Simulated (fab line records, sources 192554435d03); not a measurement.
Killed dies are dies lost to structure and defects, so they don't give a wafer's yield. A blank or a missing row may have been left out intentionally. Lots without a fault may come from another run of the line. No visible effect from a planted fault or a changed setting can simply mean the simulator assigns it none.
The tool behind it: which one?	flow n5_finfet	24 wafers from 8 lots sampled at 2 of the route's 1938 steps

## WHAT EACH GAUGE READ, for each wafer
N5_FIN_SAQP_THK_MEAS_05.
lot	measured	on	thk_nm (nm)
L353	day 3 03:11	film_metro-01	37.2 37.2 38.0
L360	day 4 22:59	film_metro-01	37.5 37.5 38.3
L362	day 5 09:58	film_metro-02	38.1 38.0 38.8
L363	day 5 15:16	film_metro-01	37.9 38.4 38.0
L364	day 5 21:08	film_metro-01	37.3 38.1 38.5
L368	day 6 21:41	film_metro-02	38.1 37.8 38.6
L369	day 7 03:37	film_metro-02	37.6 38.3 38.5
L371	day 7 16:39	film_metro-01	37.4 38.0 38.6

## EACH LOT AND THE TOOL THAT RAN IT (in order: tool; ch and the chambers of the sampled wafers; start)
lot	N5_PMOS_HMC_CHANNEL_EPI_FIN_RECESS_16
L353	rie_si-05 ch 1,2,3, day 2 23:38
L360	rie_si-03 ch 1,2,3, day 4 17:56
L362	rie_si-03 ch 0,1,3, day 5 06:19
L363	rie_si-05 ch 0,1,2, day 5 12:04
L364	rie_si-05 ch 0,2,3, day 5 17:50
L368	rie_si-05 ch 0,1,2, day 6 18:40
L369	rie_si-03 ch 1,2,3, day 7 00:11
L371	rie_si-05 ch 0,2,3, day 7 13:14
- N5_PMOS_HMC_CHANNEL_EPI_FIN_RECESS_16: chemistry HBr/Cl2, target Si, target depth 54 nm, time 18 s.

## THE ANSWER, worked out from the rows above alone
Rule: usual is defined by the lots themselves. The widest of any qualifying gaps counts: lots, ordered by their means at a reading, are off when they make up no more than a third of the lots, leave a main group of 4 or more, and stand apart from it by 3 or more times the standard deviation of that group's means. If all means in a main group match to the digits the tables above print for the reading, that group is not used. Also off: a lot with no number at a reading for which 4 or more lots have one. The other lots that the step has rows for count as sound.
No lot is off on any of the readings shown, so nothing can be concluded from this.

## WHAT THE SIMULATOR HAD PUT IN
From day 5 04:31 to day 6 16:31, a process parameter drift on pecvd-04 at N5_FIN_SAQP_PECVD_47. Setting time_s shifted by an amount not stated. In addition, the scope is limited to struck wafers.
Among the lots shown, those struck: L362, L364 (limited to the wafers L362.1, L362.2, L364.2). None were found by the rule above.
